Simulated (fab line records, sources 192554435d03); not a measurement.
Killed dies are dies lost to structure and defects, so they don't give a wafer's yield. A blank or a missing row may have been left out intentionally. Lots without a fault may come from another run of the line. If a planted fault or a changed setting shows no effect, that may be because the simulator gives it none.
fab line records	flow n5-finfet
[record] lots = 4	wafers = 12	last-day = 18
route steps=1938 shown SD_EPI_N@276 SD_EPI_P@295 SD_ACTIVATION@332 MOL_CONTACT_COAG@537 BEOL_M4@1111 PASSIVATION@1936
lots that met no fault: from a run of the same line without faults
start-h: the number of hours between the record's first day and the start of the first shown wafer of the lot	wait-h: hours from the lot's prior step to this one	" identical to the entry in the row above	L1.1+2: a row that stands for several wafers	- either no value or no given start	* or withheld: withheld	< > ~ a bound
route shown NAME@n: NAME is a module with steps in the file, n the number in the route of the first one	usual: mean/standard deviation of fault-free wafers	same: alike in all rows	chamber/n: place in a boat	sites: per-site readings	_std_site: standard deviation across them	_edge_site: mean of outer sites minus mean of inner sites	radius-mm: how far each site lies from the wafer's centre	mask NAME#n: copy n	behind: the tool/chamber that last shaped the wafer	hold: cause of the lot's hold/its duration in hours/its outcome	device: transistor that didn't switch, given as n, p or np	end of line: tests run on the same wafers once the route is complete	for a step that has no rows: nothing shown but its recipe	killed: the dies lost at the first sort to structure and to defects; this is not the yield of the wafer	map: per-die view of a wafer (x killed, . not killed, _ where there is no die)
set.NAME: the setting that was run; set.NAME@STEP: the one run at that earlier step	model.NAME: the simulator's own value behind a step, which no gauge read
a table for each step, a row for each wafer; lots at some steps of the route
services: when a tool's chamber went out of use (start-h, in hours from the record's first day, below 0 if earlier), for how many hours, and the reason
[[steps]]
[step N5_SD_EPI_N_STRIP_36]
[recipe] chemistry = N2/H2	temp-c = 40	n2-flow-sccm = 200	h2-flow-sccm = 200	rf-frequency-hz = 6e+07
[step N5_SD_EPI_N_ETCHBACK_44]
[recipe] chemistry = CH3F/O2	mode = anisotropic-etchback	target = SiNx	target-depth-a = 145	stop-on = SiO2	over-etch-frac = 0.3	ion-energy-ev = 120	pressure-mtorr = 30	source-w = 395	bias-w = 73	Ar_flow_sccm = 150	CH3F_flow_sccm = 30	O2_flow_sccm = 20
[step N5_SD_EPI_N_ETCH_45]
[recipe] chemistry = CH3F/O2	target = SiOCN	target-depth-a = 60	mask-material = SOC	ion-energy-ev = 60	bias-w = 29	pressure-mtorr = 15	source-w = 410	Ar_flow_sccm = 150	CH3F_flow_sccm = 30	O2_flow_sccm = 20
[step N5_SD_EPI_N_ETCH_16]
[recipe] chemistry = CHF3/O2	target = SiO2	target-depth-a = 50	mask-material = SOC	pressure-mtorr = 30	source-w = 650	bias-w = 170	Ar_flow_sccm = 200	CHF3_flow_sccm = 50	O2_flow_sccm = 5	ion-energy-ev = 200
[step N5_SD_EPI_N_STRIP_47]
[recipe] chemistry = CHF3/O2	resist = SiARC	rf-frequency-hz = 6e+07
[step N5_SD_EPI_N_SD_RECESS_17]
[recipe] chemistry = HBr/Cl2/O2	target-depth-a = 410	mask-material = SOC	time-s = 23.7	bt-time-s = 3	pressure-mtorr = 10	icp-w = 800	bias-w = 112	HBr_flow_sccm = 150	Cl2_flow_sccm = 80	O2_flow_sccm = 12
[step N5_SD_EPI_N_STRIP_38]
[recipe] chemistry = N2/H2	power-w = 1000	temp-c = 250	h2-frac = 0.65	overash-fraction = 0.3	pressure-mtorr = withheld	n2-flow-sccm = 1750	h2-flow-sccm = 3250
[step N5_SD_EPI_N_WET_ETCH_43]
[recipe] chemistry = dHF	dilution = withheld	time-s = 14	target = SiO2	target-depth-a = 15	temp-c = 25
[step N5_SD_EPI_N_STRIP_18]
[recipe] chemistry = SPM	time-s = 750	temp-c = 130	h2so4-h2o2-vol-ratio = 4
[step N5_SD_EPI_N_SRD_20]
[recipe] dry = ipa-marangoni	do-ppb = 5	time-s = 30	temp-c = 23	rinse-liquid = diw
[step N5_SD_EPI_N_PRECLEAN_48]
[recipe] chemistry = NF3:NH3	afs-cycles = 2	temp-c = 30	time-s = 20	sublimation-temp-c = 180	sublimation-time-s = 60	pressure-torr = 3	rf-power-w = 30
[step N5_SD_EPI_N_VAPOR_ETCH_50]
[recipe] chemistry = HCl	target = Si	temp-c = 775	time-s = 54	pressure-torr = 20	mode = isotropic
[step N5_SD_EPI_N_EPI_21]
[recipe] material = Si:P	dopant = P	temp-c = 680	pressure-torr = 255	time-s = 690
[usual] epi-growth-time-s = 690/0	susceptor-temp-C = 680.02/0.3
lot.wafer	tool	chamber	start-h	wait-h	epi-growth-time-s	susceptor-temp-C	model.Si-P_of_SD_EPI_N_EPI_21.thk-nm
L275.1	epi-rpcvd-01	0	103.02	0.1	690	680.02	59
L275.2	"	0	"	"	690	679.60	58.8
L275.5	"	0	"	"	690	680.22	59.2
L277.1	epi-rpcvd-03	0	112.38	0.1	690	680.36	60
L277.3	"	0	"	"	690	679.58	59.6
L277.5	"	0	"	"	690	680.46	59.8
L289.1	epi-rpcvd-01	0	186.42	0.1	690	679.58	59
L289.2	"	0	"	"	465	679.97	42.8
L289.3	"	0	"	"	465	679.92	42.6
L290.1	epi-rpcvd-01	0	191.13	0.1	690	680.09	58.8
L290.3	"	0	"	"	465	679.72	43.2
L290.6	"	0	"	"	690	679.90	59.4
[step N5_SD_EPI_N_EPI_MEAS_23]
[recipe] mode = xrd
[usual] thk-nm = 59.4/1.1
lot.wafer	tool	chamber	start-h	wait-h	thk-nm
L275.1	film-metro-01	-	104.73	1.4	60.4
L275.2	"	-	"	"	60.4
L275.5	"	-	"	"	59.9
L277.1	film-metro-01	-	114.10	1.4	60.2
L277.3	"	-	"	"	59.0
L277.5	"	-	"	"	59.8
L289.1	film-metro-01	-	188.14	1.4	59.0
L289.2	"	-	"	"	43.5
L289.3	"	-	"	"	43.1
L290.1	film-metro-01	-	192.85	1.4	59.2
L290.3	"	-	"	"	43.2
L290.6	"	-	"	"	59.8
[step N5_SD_EPI_N_PRECLEAN_24]
[recipe] chemistry = O3/DIW	time-s = 60	temp-c = 22	o3-ppm = 10
[step N5_SD_EPI_N_SRD_25]
[recipe] time-s = 30	temp-c = 23	rinse-liquid = diw	dry = ipa-marangoni
[step N5_SD_EPI_N_PRECLEAN_49]
[recipe] chemistry = NF3:NH3	afs-cycles = 1	temp-c = 30	time-s = 20	sublimation-temp-c = 180	sublimation-time-s = 60	pressure-torr = 3	rf-power-w = 30
[step N5_SD_EPI_N_LINER_46]
[recipe] material = SiNx	target-thk-a = 30	temp-c = 400	ald-precursor-family = SiH2I2	ald-co-reactant = N2/H2-plasma	pressure-torr = 2
[step N5_SD_EPI_P_COAT_34]
[recipe] resist = SOC	temp-c = 250	time-s = 60	spin-rpm = 1500	resist-thk-nm = 350
[step N5_SD_EPI_P_COAT_35]
[recipe] resist = SiARC	temp-c = 220	time-s = 60	spin-rpm = 1500	resist-thk-nm = 35
[step N5_SD_EPI_P_COAT_03]
[recipe] resist = CAR-ArF-block	spin-rpm = 1500	resist-thk-nm = 150
[step N5_SD_EPI_P_EBR_05]
[recipe] solvent = PGMEA	ebr-width-mm = 1.5
[step N5_SD_EPI_P_SOFTBAKE_04]
[recipe] temp-c = 110	time-s = 60	resist = CAR-ArF-block
[step N5_SD_EPI_P_EXPOSE_06]
[recipe] mask-id = SD_P_BLK	na = 1.35	source-shape = conventional	sigma-outer = 0.8	polarization = unpolarized	target-cd-nm = 240	dose-mj = 39.5
[step N5_SD_EPI_P_PEB_07]
[recipe] peb-temp-c = 110	peb-time-s = 60	resist = CAR-ArF-block
[step N5_SD_EPI_P_DEVELOP_08]
[recipe] develop-time-s = 30	developer = TMAH	resist = CAR-ArF-block	dev-temp-c = 23	rinse-liquid = diw	dry = air-spin
[step N5_SD_EPI_P_DESCUM_14]
[recipe] chemistry = O2	time-s = 7.9	source-power-w = 50	bias-power-w = 20	pressure-mtorr = 20	rf-frequency-hz = 2.712e+07	temp-c = 40	resist = CAR-ArF-block	o2-flow-sccm = 225
[step N5_SD_EPI_P_ETCH_36]
[recipe] chemistry = CF4	target = SiARC	target-depth-a = 455	mask-material = CAR-ArF-block	time-s = 75.8	ion-energy-ev = 80	pressure-mtorr = 40	source-w = 545	bias-w = 36	Ar_flow_sccm = 100	cf4-flow-sccm = 100	ends = cleared
[step N5_SD_EPI_P_ETCH_37]
[recipe] chemistry = N2/H2	target = SOC	overetch-a = 1080	mask-material = SiARC	temp-c = 40	ion-energy-ev = 100	source-w = 3000	bias-w = 133	pressure-mtorr = 20	time-s = 486	n2-flow-sccm = 200	h2-flow-sccm = 200	ends = end-point
[step N5_SD_EPI_P_STRIP_38]
[recipe] chemistry = N2/H2	temp-c = 40	n2-flow-sccm = 200	h2-flow-sccm = 200	rf-frequency-hz = 6e+07
[step N5_SD_EPI_P_ETCHBACK_46]
[recipe] chemistry = CH3F/O2	mode = anisotropic-etchback	target = SiNx	target-depth-a = 175	stop-on = SiO2	over-etch-frac = 0.3	ion-energy-ev = 120	pressure-mtorr = 30	source-w = 395	bias-w = 73	Ar_flow_sccm = 150	CH3F_flow_sccm = 30	O2_flow_sccm = 20
[step N5_SD_EPI_P_ETCH_47]
[recipe] chemistry = CH3F/O2	target = SiOCN	target-depth-a = 250	mask-material = SOC	ion-energy-ev = 60	bias-w = 29	pressure-mtorr = 30	source-w = 410	Ar_flow_sccm = 150	CH3F_flow_sccm = 30	O2_flow_sccm = 20
[step N5_SD_EPI_P_ETCH_16]
[recipe] chemistry = CHF3/O2	target = SiO2	target-depth-a = 50	mask-material = SOC	pressure-mtorr = 30	source-w = 650	bias-w = 170	Ar_flow_sccm = 200	CHF3_flow_sccm = 50	O2_flow_sccm = 5	ion-energy-ev = 200
[step N5_SD_EPI_P_STRIP_50]
[recipe] chemistry = CHF3/O2	resist = SiARC	rf-frequency-hz = 6e+07
[step N5_SD_EPI_P_SD_RECESS_17]
[recipe] chemistry = HBr/Cl2/O2	target-depth-a = 391	bt-time-s = 3	pressure-mtorr = 10	icp-w = 800	bias-w = 112	HBr_flow_sccm = 150	Cl2_flow_sccm = 80	O2_flow_sccm = 12
[step N5_SD_EPI_P_WET_ETCH_45]
[recipe] chemistry = dHF	dilution = withheld	time-s = 10.7	target = SiO2	target-depth-a = 20	temp-c = 25	dry = ipa-marangoni	rinse-time-s = 30	rinse-temp-c = 23
[step N5_SD_EPI_P_STRIP_40]
[recipe] chemistry = N2/H2	power-w = 1000	temp-c = 250	h2-frac = 0.65	overash-fraction = 0.3	pressure-mtorr = withheld	n2-flow-sccm = 1750	h2-flow-sccm = 3250
[step N5_SD_EPI_P_PRECLEAN_52]
[recipe] chemistry = O3/DIW	time-s = 60	temp-c = 22	o3-ppm = 10
[step N5_SD_ACTIVATION_RS_MEAS_03]
[recipe] thk-meas-gauge = four-point-probe
[usual] RS_SD_N = 21.81/0.27	RS_SD_P = 56.0/1.2
lot.wafer	tool	chamber	start-h	wait-h	RS_SD_N[ohm/sq]	RS_SD_P[ohm/sq]
L275.1	film-metro-01	-	110.47	0.2	21.98	55.7
L275.2	"	-	"	"	22.21	55.4
L275.5	"	-	"	"	21.85	55.9
L277.1	film-metro-01	-	119.61	0.2	21.36	55.6
L277.3	"	-	"	"	21.55	56.6
L277.5	"	-	"	"	21.54	56.5
L289.1	film-metro-01	-	195.08	0.2	21.95	55.0
L289.2	"	-	"	"	30.20	54.7
L289.3	"	-	"	"	30.34	55.3
L290.1	film-metro-01	-	198.12	0.2	22.11	57.5
L290.3	"	-	"	"	30.04	56.7
L290.6	"	-	"	"	21.70	57.0
[step N5_MOL_CONTACT_COAG_ETCH_15]
[recipe] chemistry = CH3F/O2	target = SiNx	target-depth-a = 70	mask-material = SOC	stop-on = Si:P	over-etch-frac = 0.75	ion-energy-ev = 120	pressure-mtorr = 30	source-w = 395	bias-w = 73	Ar_flow_sccm = 150	CH3F_flow_sccm = 30	O2_flow_sccm = 20
[usual] drypump-motor-current-A = 5.7/0.37	oes-product-au = 0.57/0.067	rf-vpp-V = 298/13	showerhead-plenum-p-Torr = 2.03/0.052	throttle-valve-pct = 16.38/0.26
lot.wafer	tool	chamber	start-h	wait-h	drypump-motor-current-A	oes-product-au	rf-hours-counter-h	rf-vpp-V	showerhead-plenum-p-Torr	throttle-valve-pct	model.Si-P_of_SD_EPI_N_EPI_21.thk-nm
L275.1	rie-diel-04	3	139.52	0.0	5.3	0.52	216	273	1.98	16.60	58.2
L275.2	"	2	"	"	5.8	0.60	94	309	2.10	16.35	58
L275.5	"	2	"	"	5.8	0.60	-	310	2.10	16.35	58.4
L277.1	rie-diel-06	1	148.83	0.0	6.5	0.51	245	309	2.06	16.40	59.2
L277.3	"	3	"	"	5.7	0.66	11	291	2.04	15.91	58.8
L277.5	"	3	"	"	5.7	0.67	-	291	2.04	15.92	59
L289.1	rie-diel-06	1	224.58	0.0	6.4	0.67	17	309	2.05	15.94	58.2
L289.2	"	0	"	"	5.3	0.50	226	286	1.92	16.64	42.2
L289.3	"	2	"	"	6.4	0.66	30	314	2.03	16.02	42
L290.1	rie-diel-05	2	227.43	0.0	5.7	0.55	140	309	2.07	16.29	58
L290.3	"	3	"	"	6.1	0.50	249	299	1.96	16.55	42.6
L290.6	"	2	"	"	5.7	0.55	-	307	2.07	16.29	58.6
[step N5_BEOL_M4_RC_MEAS_101]
[usual] DIBL_N = 36.1/2	DIBL_P = 36.3/2.5	IOFF_N = 0.16/0.037	IOFF_P = 0.21/0.039	ION_N = 678/15	ION_P = 465/8.7	REXT_N = 75.2/1.7	RS_SD_N = 28.3/0.35	SS_N = 71.4/0.7	SS_P = 73.3/0.74	VT_N = 249/3.6	VT_P = -250.0/2.9
lot.wafer	tool	chamber	start-h	wait-h	DIBL_N[mV/V]	DIBL_P[mV/V]	IOFF_N[nA/um]	IOFF_P[nA/um]	ION_N[uA/um]	ION_P[uA/um]	REXT_N[ohm.um]	RS_SD_N[ohm/sq]	SS_N[mV/dec]	SS_P[mV/dec]	VT_N[mV]	VT_P[mV]
L275.1	prober-02	0	232.92	0.0	34.1	35.9	0.13	0.16	673	463	75.8	28.2	70.8	72.2	253	-254.6
L275.2	"	0	"	"	34.2	36.3	0.13	0.16	677	459	75.7	28.4	70.8	72.2	252	-255.3
L275.5	"	0	"	"	37.2	39.5	0.19	0.22	695	469	75.2	28.0	71.4	73.8	247	-253.5
L277.1	prober-02	0	238.76	0.0	38.3	37.1	0.21	0.25	692	466	73.0	27.6	72.3	74.3	245	-248.0
L277.3	"	0	"	"	36.3	35.6	0.16	0.21	692	472	74.0	27.8	72.3	73.4	250	-250.9
L277.5	"	0	"	"	38.0	38.4	0.20	0.27	717	484	73.2	27.8	72.4	74.0	246	-247.1
L290.1	prober-02	0	313.10	0.0	34.4	35.3	0.13	0.20	663	456	74.6	28.4	70.3	73.5	250	-248.7
L290.3	"	0	"	"	36.3	34.4	0.14	0.19	640	453	83.5	38.9	70.9	73.0	253	-250.7
L290.6	"	0	"	"	35.6	36.5	0.16	0.22	693	473	74.8	28.0	70.9	73.5	246	-246.6
L289.1	prober-01	0	324.98	0.0	38.4	39.4	0.22	0.26	686	464	77.3	28.2	72.2	73.9	245	-245.6
L289.2	"	0	"	"	33.6	33.3	0.12	0.17	655	465	89.6	39.3	70.0	73.2	250	-249.2
L289.3	"	0	"	"	33.9	33.9	0.13	0.19	668	481	88.1	39.6	70.8	72.1	252	-251.4
[step N5_PASSIVATION_PROBE_49]
[usual] defect-limited-yield = 91.1/1.3	killed_at_M0_to_M3 = 32/9.7	killed_at_M4_up = 16/6	killed-at-contacts = 12/5.9	killed-at-front-end = 41/11	killed-at-other = 4/3.1	killed-dies = 104/16	killed-open = 68/12	killed-short = 34/7.4	sort_bin_5_function = 5.1/0.85	sort_bin_6_memory = 3.3/0.66	sort-n-pass = 1075/16	sort-yield-pct = 91.1/1.4
[same] gross-dies = 1180	killed-at-back-side = 0	sort_bin_4_leakage[%] = 0	sort_bin_8_speed[%] = 0
lot.wafer	tool	chamber	start-h	wait-h	defect-limited-yield[%]	killed_at_M0_to_M3	killed_at_M4_up	killed-at-contacts	killed-at-front-end	killed-at-other	killed-dies	killed-open	killed-short	sort_bin_5_function[%]	sort_bin_6_memory[%]	sort-n-pass	sort-yield-pct[%]
L290.3	prober-02	-	442.83	0.7	89.6	31	10	8	73	1	123	79	30	5.7	3.6	1057	89.6
L290.6	prober-02	-	442.98	0.8	88.6	37	12	13	70	2	134	82	39	6.3	3.9	1046	88.6
// killed by level:class
L290.3 FIN_SAQP:geometric-particle:open=23 HKMG_FIN:area-etch=11 FIN_SAQP:geometric-particle:short=10 STI_FIN_REVEAL:geometric-particle:open=10 MOL_CONTACT_COAG:geometric-particle:open=8 BEOL_M3:geometric-particle:open=7 DUMMY_GATE:geometric-particle:open=5 BEOL_M0_SAQP:geometric-particle:short=5
L290.6 FIN_SAQP:geometric-particle:open=14 BEOL_M1:geometric-particle:open=13 MOL_CONTACT_COAG:geometric-particle:open=13 HKMG_FIN:area-etch=12 DUMMY_GATE:geometric-particle:open=9 FIN_SAQP:geometric-particle:short=8 BEOL_M0_SAQP:geometric-particle:short=8 DUMMY_GATE:geometric-particle:short=6
[[services]]
tool	chamber	start-h	hours	kind
rie-diel-06	0	80.80	5.8	repair
rie-diel-05	1	102.88	4.1	repair
rie-diel-06	3	109.47	-	clean
rie-diel-06	3	109.47	-	consumable-replace:focus-ring
rie-diel-06	3	109.47	17.5	scheduled-down
rie-diel-06	3	109.47	17.5	vent-cycle
rie-diel-05	0	124.16	-	clean
rie-diel-06	2	127.08	-	clean
rie-diel-06	2	127.08	-	consumable-replace:focus-ring
rie-diel-06	2	127.08	14.0	scheduled-down
rie-diel-06	2	127.08	14.0	vent-cycle
rie-diel-06	1	163.37	-	clean
rie-diel-06	1	163.37	-	consumable-replace:focus-ring
rie-diel-06	1	163.37	11.2	scheduled-down
rie-diel-06	1	163.37	11.2	vent-cycle
rie-diel-05	0	167.07	5.0	repair
epi-rpcvd-03	-	175.27	2.3	repair
rie-diel-04	2	175.54	3.6	repair
epi-rpcvd-03	-	183.28	8.1	pm
rie-diel-05	1	183.42	12.0	repair
epi-rpcvd-03	-	191.38	2.8	pm
rie-diel-05	-	205.16	0.7	repair
rie-diel-05	-	218.37	0.1	repair
epi-rpcvd-01	-	223.68	1.7	repair
[[key]]
[first-sign] step = N5_SD_EPI_N_EPI_21	reading = epi-growth-time-s	direction = down	sigmas = 99+	usual = *	struck = *
[effect] step = N5_SD_EPI_N_EPI_MEAS_23	reading = thk-nm	direction = down	sigmas = 15	usual = *	struck = *
[effect] step = N5_SD_ACTIVATION_RS_MEAS_03	reading = RS_SD_N	direction = up	sigmas = 31	usual = 21.81	struck = 30.20
[effect] step = N5_BEOL_M4_RC_MEAS_101	reading = RS_SD_N	direction = up	sigmas = 31	usual = 28.3	struck = 39.3
[effect] step = N5_BEOL_M4_RC_MEAS_101	reading = REXT_N	direction = up	sigmas = 7.2	usual = 75.2	struck = 87.1
[model-effect] step = N5_SD_EPI_N_EPI_21	value = Si-P_of_SD_EPI_N_EPI_21.thk-nm	without = 58.93	struck = 42.87
[model-effect] step = N5_MOL_CONTACT_COAG_ETCH_15	value = Si-P_of_SD_EPI_N_EPI_21.thk-nm	without = 58.2	struck = 42.3
met-at N5_SD_EPI_N_EPI_21
struck-wafers L289.2,L289.3,L290.3
[baseline-loss] step = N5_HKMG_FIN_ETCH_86	wafers = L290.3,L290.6
onset-between 103.02 186.42
[fault] kind = process-parameter-drift	tool = epi-rpcvd-01	chamber = -	onset-h = 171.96	steps = N5_SD_EPI_N_EPI_21	channel = epi-growth-time-s	offset = *	shape = step	end-h = 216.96	scope = struck-wafers-only	acts-in = *	stated = *
// baseline-loss: these wafers lose ten dies or more at that step, a loss of the line's own and not of a fault; the sort's usual values leave them out
